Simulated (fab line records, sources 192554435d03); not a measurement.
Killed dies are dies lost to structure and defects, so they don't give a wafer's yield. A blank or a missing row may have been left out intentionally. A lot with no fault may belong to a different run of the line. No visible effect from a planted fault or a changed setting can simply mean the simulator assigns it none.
2 desks looking at one fault + flow n5_finfet + what lay behind the numbers comes last; until then each desk has only its own

## TOOL OWNER'S DESK, rie_diel-01
The tool's own readings at N5_BEOL_M6_ETCH_41 (etches SiCN in CH3F/O2, target depth 29.7 nm, time 52 s): means of the sampled wafers that have a number, for each lot that ran on this tool. A lot is out of limits, marked OUT, if its mean lies more than 4 standard deviations from the usual mean; the brackets give that distance.
Columns: A = drypump_motor_current_A at N5_BEOL_M6_ETCH_41, usual 5.7 A; B = oes_product_au at N5_BEOL_M6_ETCH_41, usual 0.82 a.u.; C = rf_vpp_V at N5_BEOL_M6_ETCH_41, usual 296.6 V; D = showerhead_plenum_p_Torr at N5_BEOL_M6_ETCH_41, usual 1.96 Torr; E = throttle_valve_pct at N5_BEOL_M6_ETCH_41, usual 16.29 %
| lot  | first seen here | A   | B    | C     | D    | E     |
|------|-----------------|-----|------|-------|------|-------|
| L445 | day 10 08:20    | 6.0 | 0.88 | 296.7 | 1.96 | 16.24 |
| L449 | day 10 13:32    | 6.2 | 0.86 | 296.1 | 1.95 | 16.03 |
| L447 | day 10 16:35    | 5.7 | 0.73 | 295.9 | 1.96 | 16.29 |
| L453 | day 12 03:10    | 5.5 | 0.76 | 295.7 | 1.96 | 16.18 |
| L467 | day 15 06:37    | 5.3 | 0.87 | 296.8 | 1.96 | 16.35 |
| L466 | day 15 07:08    | 5.5 | 0.83 | 295.8 | 1.95 | 16.42 |
Result from this desk: across the 6 lots, nothing is out of limits.

## METROLOGY DESK
What the gauges read for every lot (on any tool): the sampled wafers with a number, averaged. A lot is out of limits, marked OUT, if its mean lies more than 4 standard deviations from the usual mean; the brackets give that distance.
Columns: A = trench_depth_nm at N5_BEOL_M6_OCD_MEAS_38, usual 94.8 nm; B = cd_nm at N5_BEOL_M6_CD_MEAS_35, usual 40.1 nm
| lot  | first seen here | A    | B    |
|------|-----------------|------|------|
| L445 | day 10 08:28    | 93.1 | 40.1 |
| L449 | day 10 13:40    | 94.7 | 40.1 |
| L447 | day 10 16:43    | 94.0 | 39.4 |
| L453 | day 12 03:17    | 96.3 | 39.9 |
| L459 | day 13 11:13    | 93.0 | 40.8 |
| L458 | day 13 11:37    | 93.8 | 39.7 |
| L461 | day 14 03:46    | 95.3 | 40.5 |
| L462 | day 14 06:32    | 95.5 | 40.5 |
| L463 | day 14 10:50    | 93.3 | 40.0 |
| L464 | day 14 11:25    | 93.7 | 38.9 |
| L465 | day 14 13:54    | 95.2 | 40.1 |
| L467 | day 15 06:44    | 94.9 | 39.4 |
| L466 | day 15 07:15    | 94.4 | 39.9 |
Result from this desk: across the 13 lots, nothing is out of limits.

## BROUGHT TOGETHER
The desk of the tool owner found nothing out of limits.
Nothing out of limits was seen by the metrology desk.

## WHAT HAD BEEN PUT IN BY THE SIMULATOR
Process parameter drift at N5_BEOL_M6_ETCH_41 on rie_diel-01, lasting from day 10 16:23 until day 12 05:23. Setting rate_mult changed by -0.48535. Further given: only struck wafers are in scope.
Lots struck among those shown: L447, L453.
